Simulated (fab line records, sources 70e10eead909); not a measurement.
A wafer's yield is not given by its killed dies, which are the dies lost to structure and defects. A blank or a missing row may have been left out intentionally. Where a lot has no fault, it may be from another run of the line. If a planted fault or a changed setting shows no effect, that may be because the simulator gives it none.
fab line records    flow nand_harc
record lots=11  wafers=33  last_day=30
route steps=1302 shown A_CHANNEL_HOLE_D2@591 A_CHANNEL_FILL_D2@614 END@1302
lots that met no fault: taken from a fault-free run of the same line
start_h: hours from the record's first day to the start of the lot's first wafer shown    wait_h: hours elapsed since this lot's preceding step    " identical to the entry in the row above    L1.1+2: several wafers, shown together as one row    - no value, or no start was given    * or withheld: withheld    < > ~ a bound
route shown NAME@n: names a module that has steps shown in the file, with the first one's number in the route    usual: mean/standard deviation of fault-free wafers    same: alike in all rows    chamber/n: place in a boat    sites: readings site by site    _std_site: the values' standard deviation    _edge_site: outer sites' mean less inner sites'    radius_mm: how far each site lies from the wafer's centre    mask NAME#n: copy n    behind: the last tool/chamber to shape the wafer    hold: the reason the lot was held/the length of the hold in hours/how it ended    device: the n, p or np transistor that did not switch    end of line: the same wafers' tests at the end of the route    for a step that has no rows: nothing shown but its recipe    killed: at the first sort, the dies lost to defects and structure; wafer yield is something else    map: a wafer's dies, marking killed ones x, the rest . and places with no die _
set.NAME: the run value of the setting; set.NAME@STEP: its run value at that earlier step    model.NAME: the simulator's own value behind a step, which no gauge read
route steps across a sampled set of lots; one table per step, one row per wafer
services: a tool's chamber out of use, with start hour (start_h, from the record's first day; less than 0 if before it), hours out, and reason
## steps
# step NHARC_A_CHANNEL_HOLE_D2_ETCH_19
# recipe bias_v=1200  source_w=2500  pressure_mtorr=15  time_s=34.5  ar_flow_sccm=375  c4f8_flow_sccm=28.8  o2_flow_sccm=96.2  temp_c=-20  target_depth_a=*  chemistry=C4F8/O2/Ar
# usual drypump_motor_current_A=5.62/0.14  showerhead_plenum_p_Torr=3.67/0.083  throttle_valve_pct=37.038/0.0087
lot.wafer  tool         chamber  start_h  wait_h  drypump_motor_current_A  rf_hours_counter_h  showerhead_plenum_p_Torr  throttle_valve_pct
L195.2     har_etch-02  0        309.33   0.1     5.61                     379                 3.71                      37.027
L195.6     "            0        "        "       5.61                     -                   3.71                      37.027
L195.5     "            1        "        "       5.78                     -                   3.76                      37.043
L197.2     har_etch-02  1        320.65   0.1     5.75                     386                 3.76                      37.032
L197.5     "            0        "        "       5.59                     -                   3.71                      37.033
L197.6     "            1        "        "       5.78                     -                   3.76                      37.049
L198.1     har_etch-02  1        334.90   0.3     5.76                     394                 3.76                      37.027
L198.4     "            0        "        "       5.59                     -                   3.71                      37.042
L198.6     "            0        "        "       5.58                     -                   3.70                      37.048
L200.1     har_etch-01  1        352.39   0.1     5.67                     172                 3.73                      37.031
L200.2     "            0        "        "       5.39                     172                 3.53                      37.050
L200.3     "            0        "        "       5.36                     -                   3.53                      37.042
L202.2     har_etch-01  1        360.40   0.5     5.70                     180                 3.73                      37.043
L202.4     "            0        "        "       5.37                     -                   3.52                      37.029
L202.6     "            1        "        "       5.68                     -                   3.73                      37.029
L201.1     har_etch-02  0        362.95   2.4     5.57                     409                 3.70                      37.026
L201.3     "            1        "        "       5.77                     -                   3.75                      37.021
L201.6     "            1        "        "       5.78                     -                   3.75                      37.036
L205.2     har_etch-02  1        398.04   0.1     5.77                     4                   3.74                      37.034
L205.4     "            1        "        "       5.79                     -                   3.74                      37.035
L205.3     "            0        "        "       5.59                     -                   3.69                      37.035
L207.2     har_etch-02  0        434.41   0.1     5.58                     19                  3.68                      37.034
L207.1     "            1        "        "       5.77                     19                  3.73                      37.031
L207.3     "            0        "        "       5.59                     -                   3.68                      37.044
L209.2     har_etch-02  0        438.57   2.4     5.62                     23                  3.68                      37.054
L209.1     "            1        "        "       5.76                     23                  3.73                      37.033
L209.5     "            0        "        "       5.62                     -                   3.68                      37.056
L208.2     har_etch-02  1        451.77   0.1     5.78                     31                  3.72                      37.028
L208.1     "            0        "        "       5.61                     31                  3.67                      37.046
L208.3     "            0        "        "       5.59                     -                   3.67                      37.037
L210.2     har_etch-02  0        460.11   4.0     5.57                     39                  3.67                      37.047
L210.5     "            1        "        "       5.78                     -                   3.72                      37.045
L210.6     "            0        "        "       5.59                     -                   3.67                      37.025
# step NHARC_A_CHANNEL_HOLE_D2_ETCH_44
# recipe target_depth_a=1400  overetch_a=140  time_s=77  ion_energy_ev=100  cf4_flow_sccm=80  o2_flow_sccm=20  ar_flow_sccm=0  rf_w=300  bias_w=100  chemistry=CF4/O2
# usual drypump_motor_current_A=5.7/0.38  oes_ar_750_au=0.999/0.0043  oes_product_au=1.001/0.0068  rf_vpp_V=197.9/1.5  showerhead_plenum_p_Torr=1.34/0.06  throttle_valve_pct=13.397/0.0095
lot.wafer  tool         chamber  start_h  wait_h  drypump_motor_current_A  oes_ar_750_au  oes_product_au  rf_hours_counter_h  rf_vpp_V  showerhead_plenum_p_Torr  throttle_valve_pct
L195.2     rie_diel-08  2        314.06   0.1     6.0                      0.994          1.016           8                   196.7     1.26                      13.389
L195.6     "            1        "        "       5.4                      0.996          1.012           -                   198.7     1.40                      13.406
L195.5     "            2        "        "       6.0                      1.000          1.013           -                   197.1     1.26                      13.411
L197.2     rie_diel-06  3        325.37   0.1     5.5                      1.005          0.998           1                   196.4     1.25                      13.402
L197.6     "            1        "        "       6.4                      0.997          0.988           -                   196.9     1.27                      13.412
L197.5     "            2        "        "       5.0                      0.995          1.007           -                   198.4     1.36                      13.387
L198.1     rie_diel-10  3        339.61   0.1     5.4                      0.999          1.002           5                   197.8     1.34                      13.399
L198.4     "            0        "        "       6.2                      1.001          1.000           5                   196.5     1.27                      13.392
L198.6     "            3        "        "       5.4                      1.001          1.004           -                   197.9     1.34                      13.392
L200.2     rie_diel-10  2        357.15   0.1     5.6                      1.005          0.999           7                   200.1     1.43                      13.406
L200.1     "            3        "        "       5.4                      0.994          1.010           6                   198.5     1.34                      13.388
L200.3     "            0        "        "       6.2                      0.994          1.006           6                   195.9     1.27                      13.380
L202.4     rie_diel-10  0        365.12   0.1     6.2                      0.999          1.000           7                   196.3     1.27                      13.390
L202.2     "            2        "        "       5.6                      0.997          0.998           7                   199.4     1.43                      13.394
L202.6     "            3        "        "       5.4                      1.002          1.003           -                   198.1     1.34                      13.420
L201.1     rie_diel-06  3        367.67   0.1     5.5                      1.001          1.002           4                   195.2     1.25                      13.401
L201.3     "            1        "        "       6.4                      1.001          0.992           3                   195.7     1.27                      13.403
L201.6     "            2        "        "       5.0                      0.994          1.003           -                   197.4     1.36                      13.402
L205.2     rie_diel-10  3        402.75   0.1     5.4                      1.000          0.997           9                   197.7     1.34                      13.400
L205.3     "            0        "        "       6.2                      1.001          1.000           10                  197.1     1.27                      13.408
L205.4     "            1        "        "       5.7                      1.006          0.994           11                  197.3     1.37                      13.401
L207.2     rie_diel-10  3        439.16   0.1     5.4                      0.997          1.009           0                   197.1     1.34                      13.396
L207.1     "            0        "        "       6.2                      1.003          1.009           0                   196.6     1.26                      13.395
L207.3     "            1        "        "       5.7                      0.998          0.997           0                   199.7     1.37                      13.394
L209.2     rie_diel-08  0        443.29   0.0     5.4                      0.998          0.997           3                   200.5     1.36                      13.388
L209.1     "            2        "        "       6.0                      0.993          0.991           3                   195.6     1.26                      13.400
L209.5     "            1        "        "       5.4                      1.001          1.005           -                   199.8     1.40                      13.403
L208.3     rie_diel-08  3        456.51   0.1     6.2                      1.001          1.006           3                   196.9     1.32                      13.394
L208.1     "            0        "        "       5.4                      0.994          1.003           3                   197.9     1.36                      13.403
L208.2     "            2        "        "       6.0                      1.003          0.999           3                   195.6     1.26                      13.384
L210.2     rie_diel-10  1        464.87   0.1     5.7                      0.995          1.011           2                   197.4     1.37                      13.404
L210.5     "            2        "        "       5.6                      1.008          1.007           -                   200.6     1.43                      13.388
L210.6     "            3        "        "       5.4                      0.998          1.007           -                   197.7     1.34                      13.399
# step NHARC_A_CHANNEL_HOLE_D2_XSEM_32
# recipe landing_energy_ev=35000
# usual bot_cd_nm=74.8/1.1  bow_nm=8.59/0.29  tilt_deg=0.09/0.042
lot.wafer  tool     chamber  start_h  wait_h  bot_cd_nm  bow_nm  tilt_deg
L195.2     xsem-02  0        314.96   0.1     74.2       8.65    0.03
L195.5     "        0        "        "       73.8       8.70    0.03
L195.6     "        0        "        "       75.0       8.79    0.03
L197.2     xsem-02  0        326.25   0.1     75.7       8.75    0.09
L197.5     "        0        "        "       76.0       8.74    0.09
L197.6     "        0        "        "       76.1       8.90    0.09
L198.1     xsem-01  0        340.49   0.1     73.9       8.68    0.11
L198.4     "        0        "        "       75.3       8.68    0.10
L198.6     "        0        "        "       73.1       8.64    0.11
L200.1     xsem-02  0        358.04   0.1     76.5       8.43    0.03
L200.2     "        0        "        "       76.8       8.47    0.03
L200.3     "        0        "        "       76.9       8.37    0.03
L202.2     xsem-02  0        366.00   0.1     75.6       8.68    0.08
L202.4     "        0        "        "       74.7       8.76    0.08
L202.6     "        0        "        "       73.9       8.60    0.09
L201.1     xsem-01  0        368.54   0.1     74.1       9.25    0.11
L201.3     "        0        "        "       75.2       9.23    0.11
L201.6     "        0        "        "       76.9       9.24    0.11
L205.2     xsem-01  0        403.64   0.1     75.0       8.30    0.06
L205.3     "        0        "        "       74.1       8.32    0.06
L205.4     "        0        "        "       74.2       8.27    0.06
L207.1     xsem-01  0        440.16   0.1     74.0       8.91    0.11
L207.2     "        0        "        "       75.6       8.95    0.12
L207.3     "        0        "        "       75.1       8.95    0.11
L209.1     xsem-02  0        444.19   0.1     75.9       8.58    0.05
L209.2     "        0        "        "       76.7       8.55    0.05
L209.5     "        0        "        "       77.3       8.60    0.05
L208.1     xsem-01  0        457.51   0.1     74.8       8.23    0.08
L208.2     "        0        "        "       73.1       8.16    0.08
L208.3     "        0        "        "       73.9       8.19    0.08
L210.2     xsem-01  0        465.73   0.1     72.7       8.30    0.04
L210.5     "        0        "        "       73.8       8.33    0.04
L210.6     "        0        "        "       74.7       8.27    0.04
# step NHARC_A_CHANNEL_HOLE_D2_INSPECT_40
# usual raw_defect_count=283/100
lot.wafer  tool               chamber  start_h  wait_h  raw_defect_count
L195.2     defect_inspect-02  -        315.05   -       277
L195.5     "                  -        "        "       470
L195.6     "                  -        "        "       235
L197.2     defect_inspect-01  -        326.35   -       415
L197.5     "                  -        "        "       413
L197.6     "                  -        "        "       275
L198.1     defect_inspect-01  -        340.58   -       403
L198.4     "                  -        "        "       455
L198.6     "                  -        "        "       482
L200.1     defect_inspect-01  -        358.14   -       221
L200.2     "                  -        "        "       120
L200.3     "                  -        "        "       135
L202.2     defect_inspect-02  -        366.10   -       208
L202.4     "                  -        "        "       253
L202.6     "                  -        "        "       212
L201.1     defect_inspect-02  -        368.63   -       301
L201.3     "                  -        "        "       261
L201.6     "                  -        "        "       346
L205.2     defect_inspect-02  -        403.73   -       205
L205.3     "                  -        "        "       273
L205.4     "                  -        "        "       209
L207.1     defect_inspect-02  -        440.25   -       217
L207.2     "                  -        "        "       244
L207.3     "                  -        "        "       205
L209.1     defect_inspect-02  -        444.28   -       648
L209.2     "                  -        "        "       651
L209.5     "                  -        "        "       553
L208.1     defect_inspect-01  -        457.60   -       652
L208.2     "                  -        "        "       661
L208.3     "                  -        "        "       625
L210.2     defect_inspect-01  -        465.83   -       711
L210.5     "                  -        "        "       663
L210.6     "                  -        "        "       704
# step NHARC_A_CHANNEL_FILL_D2_ALD_14
# recipe target_thk_a=25  pulse_time_s=10  ald_cycles=25  temp_c=300  material=SiO2
# usual heater_power_outer_w=274/29  heater_power_w=485/42  precursor_pulse_height_rel=1.002/0.021  susceptor_temp_C=300.01/0.22
lot.wafer  tool       chamber  start_h  wait_h  heater_power_outer_w  heater_power_w  precursor_pulse_height_rel  susceptor_temp_C
L195.2     ald_hk-01  0        321.79   0.1     273                   502             0.994                       300.16
L195.6     "          0        "        "       278                   512             0.993                       299.77
L195.5     "          1        "        "       330                   552             0.984                       300.29
L197.2     ald_hk-01  3        333.54   0.0     244                   445             1.009                       299.85
L197.5     "          3        "        "       248                   435             1.016                       299.93
L197.6     "          0        "        "       277                   505             0.980                       300.00
L198.1     ald_hk-04  2        347.84   0.1     247                   437             1.015                       299.96
L198.4     "          3        "        "       274                   469             1.017                       300.14
L198.6     "          0        "        "       281                   482             1.011                       300.11
L200.3     ald_hk-01  1        365.35   0.0     328                   566             1.003                       299.91
L200.2     "          2        "        "       270                   524             0.990                       300.00
L200.1     "          3        "        "       258                   456             1.005                       299.86
L202.2     ald_hk-04  0        373.38   0.1     271                   490             1.012                       299.96
L202.4     "          2        "        "       249                   440             0.979                       300.16
L202.6     "          3        "        "       270                   461             0.968                       300.22
L201.3     ald_hk-01  2        373.41   0.1     273                   505             1.002                       300.27
L201.1     "          3        "        "       250                   433             0.963                       299.75
L201.6     "          0        "        "       276                   497             0.990                       300.14
L205.4     ald_hk-02  2        411.51   0.6     230                   445             0.967                       299.80
L205.3     "          3        "        "       244                   468             0.994                       299.95
L205.2     "          0        "        "       242                   443             1.026                       299.54
L207.3     ald_hk-04  1        447.49   0.0     310                   508             1.002                       300.10
L207.1     "          3        "        "       276                   473             0.993                       299.91
L207.2     "          0        "        "       274                   484             1.038                       299.85
L209.1     ald_hk-01  3        451.82   0.1     252                   438             1.010                       300.14
L209.2     "          1        "        "       327                   558             1.023                       300.01
L209.5     "          3        "        "       254                   452             0.992                       300.26
L208.1     ald_hk-01  2        464.84   0.1     272                   513             0.995                       299.99
L208.2     "          3        "        "       256                   453             1.041                       300.29
L208.3     "          0        "        "       269                   517             1.036                       300.10
L210.2     ald_hk-02  2        473.16   0.2     235                   450             1.009                       300.27
L210.5     "          3        "        "       246                   451             0.997                       300.30
L210.6     "          0        "        "       247                   439             0.991                       299.54
# step NHARC_END_SORT_01
# recipe temp_c=25
# usual killed_at_array=58/15  killed_at_other=0.8/1.2  killed_at_periphery=3.5/2.5  killed_dies=62/15  killed_open=3.2/1.7  killed_short=2.4/1.5
# same gross_dies=677
lot.wafer  tool       chamber  start_h  wait_h  killed_at_array  killed_at_other  killed_at_periphery  killed_dies  killed_open  killed_short
L198.1     prober-02  0        595.15   2.5     86               1                1                    88           2            0
L198.4     prober-02  0        597.56   3.4     72               2                4                    78           0            3
L198.6     prober-02  0        599.16   4.0     80               2                4                    86           3            1
L209.1     prober-01  0        707.98   2.5     102              1                2                    105          7            1
L209.2     prober-01  0        708.78   2.8     136              0                2                    138          4            3
L209.5     prober-01  0        711.15   3.7     129              1                2                    132          7            1
L208.1     prober-01  0        723.47   2.5     109              4                2                    115          6            2
L208.2     prober-01  0        724.27   2.8     98               1                2                    101          2            2
L208.3     prober-01  0        725.08   3.1     109              2                2                    113          3            3
L210.2     prober-02  0        724.28   2.8     104              1                1                    106          0            1
L210.5     prober-02  0        726.71   3.7     125              2                0                    127          3            0
L210.6     prober-02  0        727.52   4.0     99               1                2                    102          3            4
# killed by level:class
L198.1 A_CHANNEL_HOLE_D1:chamber_film_flake=29 A_SLIT:chamber_film_flake=27 A_CHANNEL_HOLE_D2:chamber_film_flake=20 A_CONTACT:chamber_film_flake=3 A_STAIRCASE:chamber_film_flake=2 A_DECK1_JOINT:chamber_film_flake=2 A_CHANNEL_HOLE_D1:geometric_particle:open=1 A_CHANNEL_FILL_D2:geometric_particle:open=1
L198.4 A_SLIT:chamber_film_flake=23 A_CHANNEL_HOLE_D1:chamber_film_flake=22 A_CHANNEL_HOLE_D2:chamber_film_flake=19 A_CONTACT:chamber_film_flake=5 P_CONTACT:chamber_film_flake=2 THIN_TSV:chamber_film_flake=2 P_M0:geometric_particle:short=1 A_DECK1_JOINT:geometric_particle:short=1
L198.6 A_SLIT:chamber_film_flake=25 A_CHANNEL_HOLE_D2:chamber_film_flake=25 A_CHANNEL_HOLE_D1:chamber_film_flake=19 A_CONTACT:chamber_film_flake=3 A_DECK1_JOINT:chamber_film_flake=2 A_STAIRCASE:chamber_film_flake=2 THIN_TSV:chamber_film_flake=2 P_M1:geometric_particle:open=1
L209.1 A_CHANNEL_HOLE_D2:unspecified=72 A_SLIT:chamber_film_flake=11 A_CONTACT:chamber_film_flake=4 A_SGD_CUT:chamber_film_flake=3 A_CHANNEL_FILL_D1:geometric_particle:open=2 A_DECK1_JOINT:chamber_film_flake=2 A_CHANNEL_FILL_D2:chamber_film_flake=2 A_STAIRCASE:chamber_film_flake=2
L209.2 A_CHANNEL_HOLE_D2:unspecified=78 A_SLIT:chamber_film_flake=34 A_CHANNEL_HOLE_D1:chamber_film_flake=8 A_CONTACT:chamber_film_flake=3 A_CHANNEL_FILL_D2:chamber_film_flake=3 A_ONON_D2:geometric_particle:short=2 A_STAIRCASE:chamber_film_flake=2 P_CONTACT:geometric_particle:open=1
L209.5 A_CHANNEL_HOLE_D2:unspecified=77 A_SLIT:chamber_film_flake=33 A_STAIRCASE:chamber_film_flake=4 A_CONTACT:chamber_film_flake=3 A_CHANNEL_HOLE_D2:geometric_particle:open=2 A_CHANNEL_HOLE_D1:chamber_film_flake=2 P_GATE:geometric_particle:open=1 P_M0:geometric_particle:open=1
L208.1 A_CHANNEL_HOLE_D2:unspecified=80 A_STAIRCASE:chamber_film_flake=10 A_CHANNEL_HOLE_D1:chamber_film_flake=6 A_BONDPAD:chamber_film_flake=4 A_ONON_D2:geometric_particle:open=3 THIN_TSV:chamber_film_flake=3 P_M0:geometric_particle:open=1 A_ONON_D1:geometric_particle:short=1
L208.2 A_CHANNEL_HOLE_D2:unspecified=79 A_STAIRCASE:chamber_film_flake=5 A_BONDPAD:chamber_film_flake=4 A_SLIT:chamber_film_flake=2 A_DECK1_JOINT:geometric_particle:open=1 A_CHANNEL_FILL_D2:geometric_particle:short=1 A_M0:geometric_particle:open=1 A_WL_FILL:geometric_particle:short=1
L210.2 A_CHANNEL_HOLE_D2:unspecified=63 A_SLIT:chamber_film_flake=26 A_CHANNEL_HOLE_D1:chamber_film_flake=7 A_CHANNEL_FILL_D2:chamber_film_flake=4 A_STAIRCASE:chamber_film_flake=2 A_CHANNEL_HOLE_D2:geometric_particle:short=1 P_GATE:chamber_film_flake=1 A_BONDPAD:chamber_film_flake=1
L208.3 A_CHANNEL_HOLE_D2:unspecified=78 A_STAIRCASE:chamber_film_flake=10 A_BONDPAD:chamber_film_flake=6 A_CONTACT:chamber_film_flake=4 A_CHANNEL_HOLE_D1:chamber_film_flake=3 A_CHANNEL_FILL_D2:geometric_particle:short=2 A_CHANNEL_HOLE_D2:chamber_film_flake=2 A_M0:chamber_film_flake=2
L210.5 A_CHANNEL_HOLE_D2:unspecified=68 A_SLIT:chamber_film_flake=33 A_CHANNEL_HOLE_D1:chamber_film_flake=16 A_STAIRCASE:chamber_film_flake=2 A_CHANNEL_FILL_D2:chamber_film_flake=2 A_CHANNEL_FILL_D2:geometric_particle:open=1 A_CONTACT:geometric_particle:open=1 STARTING-WAFER:geometric_particle:open=1
L210.6 A_CHANNEL_HOLE_D2:unspecified=65 A_SLIT:chamber_film_flake=16 A_CHANNEL_HOLE_D1:chamber_film_flake=9 A_SOURCE_PLATE:geometric_particle:short=2 A_SOURCE_PLATE:geometric_particle:open=2 A_SGD_CUT:chamber_film_flake=2 P_M1:geometric_particle:open=1 A_ONON_D2:geometric_particle:short=1
## services
tool         chamber  start_h  hours  kind
ald_hk-04    -        289.56   1.4    repair
rie_diel-10  2        297.69   3.4    repair
rie_diel-06  -        307.20   9.0    pm
rie_diel-08  -        310.86   0.7    repair
rie_diel-08  1        322.57   2.4    repair
rie_diel-08  1        341.79   3.7    repair
ald_hk-02    -        350.66   10.0   pm
rie_diel-08  -        367.80   9.0    pm
xsem-01      -        374.00   14.0   pm
har_etch-02  -        377.00   17.0   pm
har_etch-02  0        377.00   17.0   vent_cycle
har_etch-02  1        377.00   17.0   vent_cycle
rie_diel-08  3        380.77   7.1    repair
rie_diel-08  0        385.96   9.1    repair
rie_diel-06  -        386.59   0.6    repair
rie_diel-08  -        392.68   6.2    repair
har_etch-02  0        394.00   -      clean
rie_diel-10  3        415.09   3.8    repair
rie_diel-10  1        417.68   4.7    repair
rie_diel-10  -        419.50   9.0    pm
ald_hk-04    -        434.74   10.0   pm
rie_diel-10  2        437.43   6.2    repair
rie_diel-08  1        455.69   19.6   repair
ald_hk-04    -        457.18   1.8    repair
## key
first_sign step=NHARC_A_CHANNEL_HOLE_D2_INSPECT_40  reading=raw_defect_count  direction=up  sigmas=3.6  usual=283  struck=652
effect step=NHARC_END_SORT_01  reading=killed_dies  direction=up  sigmas=3.6  usual=62  struck=115
more_kills_born_at NHARC_A_CHANNEL_HOLE_D2_ETCH_19@har_etch-02=598
met_at NHARC_A_CHANNEL_HOLE_D2_ETCH_19
struck_lots L208,L209,L210
tester_left_out L208,L209,L210
not_acting_at NHARC_A_CHANNEL_HOLE_D2_ETCH_44,NHARC_A_CHANNEL_HOLE_D2_XSEM_32,NHARC_A_CHANNEL_FILL_D2_ALD_14
onset_between 434.41 438.57
also_fits time
fault kind=chamber_particle_source  tool=har_etch-02  chamber=-  onset_h=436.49  steps=NHARC_A_CHANNEL_HOLE_D2_ETCH_19  rate_per_visit_cm2=0.63233  end_h=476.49
# tester_left_out: of these lots the tester's yield and bins aren't shown, on N5 and GAA mostly nor the transistor test; their killed dies are dies lost to structure and defects alone, not to doping, threshold or leakage, so they don't give the yield
